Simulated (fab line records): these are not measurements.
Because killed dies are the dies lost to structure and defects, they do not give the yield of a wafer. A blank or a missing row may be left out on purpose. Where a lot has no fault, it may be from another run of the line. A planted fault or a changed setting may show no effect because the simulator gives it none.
Which tool did it? || flow n5_finfet || 14 lots, 42 wafers sampled, at 4 steps of a route of 1938

== WHAT THE GAUGES SHOWED, per wafer ==
N5_BEOL_M14_THK_MEAS_50: measures by xrf. Usual: M14_THK typically reads 555 nm, with standard deviation 15.
{"lot": "L682", "measured": "day 11 18:38", "on": "film_metro-01", "M14_THK (nm)": "537 553 557", "flag": ""}
{"lot": "L684", "measured": "day 11 22:31", "on": "film_metro-01", "M14_THK (nm)": "563 577 533", "flag": ""}
{"lot": "L683", "measured": "day 11 23:55", "on": "film_metro-02", "M14_THK (nm)": "567 571 578", "flag": ""}
{"lot": "L686", "measured": "day 12 22:17", "on": "film_metro-01", "M14_THK (nm)": "575 554 545", "flag": ""}
{"lot": "L687", "measured": "day 12 23:14", "on": "film_metro-02", "M14_THK (nm)": "562 567 566", "flag": ""}
{"lot": "L688", "measured": "day 13 14:38", "on": "film_metro-01", "M14_THK (nm)": "566 567 564", "flag": ""}
{"lot": "L691", "measured": "day 14 05:53", "on": "film_metro-02", "M14_THK (nm)": "535 558 531", "flag": ""}
{"lot": "L692", "measured": "day 14 06:20", "on": "film_metro-02", "M14_THK (nm)": "571 566 538", "flag": ""}
{"lot": "L693", "measured": "day 14 08:05", "on": "film_metro-01", "M14_THK (nm)": "537 561 550", "flag": ""}
{"lot": "L699", "measured": "day 15 17:45", "on": "film_metro-02", "M14_THK (nm)": "574 578 538", "flag": ""}
{"lot": "L698", "measured": "day 15 17:46", "on": "film_metro-01", "M14_THK (nm)": "532 563 564", "flag": ""}
{"lot": "L700", "measured": "day 16 12:39", "on": "film_metro-02", "M14_THK (nm)": "569 559 567", "flag": ""}
{"lot": "L703", "measured": "day 16 14:47", "on": "film_metro-02", "M14_THK (nm)": "579 556 542", "flag": ""}
{"lot": "L704", "measured": "day 17 20:37", "on": "film_metro-01", "M14_THK (nm)": "550 528 557", "flag": ""}

N5_BEOL_M15_OVL_MEAS_11. Usual: V14_OVL typically reads -2 nm, with standard deviation 5.7.
{"lot": "L682", "measured": "day 11 19:32", "on": "overlay-01", "V14_OVL (nm)": "-1 -9 -13", "flag": ""}
{"lot": "L684", "measured": "day 11 23:17", "on": "overlay-01", "V14_OVL (nm)": "8 4 3", "flag": ""}
{"lot": "L683", "measured": "day 12 00:49", "on": "overlay-02", "V14_OVL (nm)": "-8 0 -8", "flag": ""}
{"lot": "L686", "measured": "day 12 23:11", "on": "overlay-02", "V14_OVL (nm)": "- - -", "flag": "OFF"}
{"lot": "L687", "measured": "day 13 00:01", "on": "overlay-02", "V14_OVL (nm)": "- - -", "flag": "OFF"}
{"lot": "L688", "measured": "day 13 15:25", "on": "overlay-01", "V14_OVL (nm)": "-10 6 -9", "flag": ""}
{"lot": "L691", "measured": "day 14 06:54", "on": "overlay-02", "V14_OVL (nm)": "-7 -10 -7", "flag": ""}
{"lot": "L692", "measured": "day 14 07:15", "on": "overlay-02", "V14_OVL (nm)": "9 0 2", "flag": ""}
{"lot": "L693", "measured": "day 14 08:58", "on": "overlay-02", "V14_OVL (nm)": "-16 -3 -8", "flag": ""}
{"lot": "L699", "measured": "day 15 18:32", "on": "overlay-01", "V14_OVL (nm)": "-8 -7 -8", "flag": ""}
{"lot": "L698", "measured": "day 15 18:41", "on": "overlay-01", "V14_OVL (nm)": "-10 -6 -6", "flag": ""}
{"lot": "L700", "measured": "day 16 13:34", "on": "overlay-02", "V14_OVL (nm)": "-3 -4 -9", "flag": ""}
{"lot": "L703", "measured": "day 16 15:34", "on": "overlay-02", "V14_OVL (nm)": "-8 -9 -9", "flag": ""}
{"lot": "L704", "measured": "day 17 21:31", "on": "overlay-02", "V14_OVL (nm)": "-2 1 4", "flag": ""}

N5_BEOL_M15_INSPECT_12: inspects for defects (macro). Usual: raw_defect_count at 2.1, with a standard deviation of 1.5.
{"lot": "L682", "measured": "day 11 19:33", "on": "defect_inspect-01", "raw_defect_count": "2 4 3", "flag": ""}
{"lot": "L684", "measured": "day 11 23:19", "on": "defect_inspect-01", "raw_defect_count": "1 1 2", "flag": ""}
{"lot": "L683", "measured": "day 12 00:50", "on": "defect_inspect-02", "raw_defect_count": "1 2 2", "flag": ""}
{"lot": "L686", "measured": "day 12 23:12", "on": "defect_inspect-02", "raw_defect_count": ">300 >300 >300", "flag": "OFF"}
{"lot": "L687", "measured": "day 13 00:02", "on": "defect_inspect-02", "raw_defect_count": ">300 >300 >300", "flag": "OFF"}
{"lot": "L688", "measured": "day 13 15:26", "on": "defect_inspect-01", "raw_defect_count": "5 3 1", "flag": ""}
{"lot": "L691", "measured": "day 14 06:55", "on": "defect_inspect-02", "raw_defect_count": "1 5 2", "flag": ""}
{"lot": "L692", "measured": "day 14 07:16", "on": "defect_inspect-02", "raw_defect_count": "4 1 2", "flag": ""}
{"lot": "L693", "measured": "day 14 08:59", "on": "defect_inspect-01", "raw_defect_count": "2 3 4", "flag": ""}
{"lot": "L699", "measured": "day 15 18:33", "on": "defect_inspect-02", "raw_defect_count": "2 2 2", "flag": ""}
{"lot": "L698", "measured": "day 15 18:43", "on": "defect_inspect-02", "raw_defect_count": "1 1 2", "flag": ""}
{"lot": "L700", "measured": "day 16 13:35", "on": "defect_inspect-02", "raw_defect_count": "1 2 0", "flag": ""}
{"lot": "L703", "measured": "day 16 15:35", "on": "defect_inspect-02", "raw_defect_count": "1 1 3", "flag": ""}
{"lot": "L704", "measured": "day 17 21:32", "on": "defect_inspect-01", "raw_defect_count": "3 3 4", "flag": ""}

== WHAT TOOL EACH LOT RAN ON (gives the tool, then ch and the chambers of the sampled wafers, and finally the start) ==
{"lot": "L682", "N5_BEOL_M15_DEVELOP_09": "litho_track-04 ch 0, day 11 19:23"}
{"lot": "L684", "N5_BEOL_M15_DEVELOP_09": "litho_track-04 ch 0, day 11 23:09"}
{"lot": "L683", "N5_BEOL_M15_DEVELOP_09": "litho_track-04 ch 0, day 12 00:40"}
{"lot": "L686", "N5_BEOL_M15_DEVELOP_09": "litho_track-04, day 12 23:02"}
{"lot": "L687", "N5_BEOL_M15_DEVELOP_09": "litho_track-05, day 12 23:52"}
{"lot": "L688", "N5_BEOL_M15_DEVELOP_09": "litho_track-04 ch 0, day 13 15:17"}
{"lot": "L691", "N5_BEOL_M15_DEVELOP_09": "litho_track-04 ch 0, day 14 06:46"}
{"lot": "L692", "N5_BEOL_M15_DEVELOP_09": "litho_track-04 ch 0, day 14 07:07"}
{"lot": "L693", "N5_BEOL_M15_DEVELOP_09": "litho_track-05 ch 0, day 14 08:50"}
{"lot": "L699", "N5_BEOL_M15_DEVELOP_09": "litho_track-05 ch 0, day 15 18:23"}
{"lot": "L698", "N5_BEOL_M15_DEVELOP_09": "litho_track-02 ch 0, day 15 18:33"}
{"lot": "L700", "N5_BEOL_M15_DEVELOP_09": "litho_track-04 ch 0, day 16 13:25"}
{"lot": "L703", "N5_BEOL_M15_DEVELOP_09": "litho_track-02 ch 0, day 16 15:25"}
{"lot": "L704", "N5_BEOL_M15_DEVELOP_09": "litho_track-04 ch 0, day 17 21:22"}
- N5_BEOL_M15_DEVELOP_09: develop time 45 s.

== WHAT THE TOOLS THEMSELVES READ (means of the sampled wafers that have a number; where no wafer has one, the mark that the record gives instead) ==
N5_BEOL_M15_DEVELOP_09. Usual: chill_plate_temp_C at 23.01 C, with a standard deviation of 0.11.
{"lot": "L682", "tool": "litho_track-04", "chill_plate_temp_C (C)": 23.04, "flag": ""}
{"lot": "L684", "tool": "litho_track-04", "chill_plate_temp_C (C)": 23.08, "flag": ""}
{"lot": "L683", "tool": "litho_track-04", "chill_plate_temp_C (C)": 22.93, "flag": ""}
{"lot": "L686", "tool": "litho_track-04", "chill_plate_temp_C (C)": "-", "flag": "OFF"}
{"lot": "L687", "tool": "litho_track-05", "chill_plate_temp_C (C)": "-", "flag": "OFF"}
{"lot": "L688", "tool": "litho_track-04", "chill_plate_temp_C (C)": 23.14, "flag": ""}
{"lot": "L691", "tool": "litho_track-04", "chill_plate_temp_C (C)": 22.91, "flag": ""}
{"lot": "L692", "tool": "litho_track-04", "chill_plate_temp_C (C)": 22.99, "flag": ""}
{"lot": "L693", "tool": "litho_track-05", "chill_plate_temp_C (C)": 23.03, "flag": ""}
{"lot": "L699", "tool": "litho_track-05", "chill_plate_temp_C (C)": 22.95, "flag": ""}
{"lot": "L698", "tool": "litho_track-02", "chill_plate_temp_C (C)": 22.88, "flag": ""}
{"lot": "L700", "tool": "litho_track-04", "chill_plate_temp_C (C)": 22.97, "flag": ""}
{"lot": "L703", "tool": "litho_track-02", "chill_plate_temp_C (C)": 23.17, "flag": ""}
{"lot": "L704", "tool": "litho_track-04", "chill_plate_temp_C (C)": 22.94, "flag": ""}

== THE ANSWER, worked out from the rows above alone ==
Rule: lot off if the mean of its wafers having a number is beyond 3 standard deviations from the usual mean. A lot without any number at a reading at which 4 lots or more have one is off too. Where the step has rows for the other lots, those lots are counted as sound. Order of review: gauges by route order, followed by the tools' own readings, for which a lot's mean as printed above is used. The first step at which some lot is off is used, and at that step the reading that is off furthest; a lot without a number counts as furthest.
Off: L686, L687, seen at N5_BEOL_M15_OVL_MEAS_11 (V14_OVL). Without a number there: L686, L687.
A tool fits if, at a process step before that reading, it ran every lot that is off, and no sound lot after the first of them. Not tried: the gauges at N5_BEOL_M15_OVL_MEAS_11; whatever is off there is also off at N5_BEOL_M15_INSPECT_12, on other tools, and gauge error can't account for it. None of those tried fits.

== WHAT THE SIMULATOR HAD PUT IN ==
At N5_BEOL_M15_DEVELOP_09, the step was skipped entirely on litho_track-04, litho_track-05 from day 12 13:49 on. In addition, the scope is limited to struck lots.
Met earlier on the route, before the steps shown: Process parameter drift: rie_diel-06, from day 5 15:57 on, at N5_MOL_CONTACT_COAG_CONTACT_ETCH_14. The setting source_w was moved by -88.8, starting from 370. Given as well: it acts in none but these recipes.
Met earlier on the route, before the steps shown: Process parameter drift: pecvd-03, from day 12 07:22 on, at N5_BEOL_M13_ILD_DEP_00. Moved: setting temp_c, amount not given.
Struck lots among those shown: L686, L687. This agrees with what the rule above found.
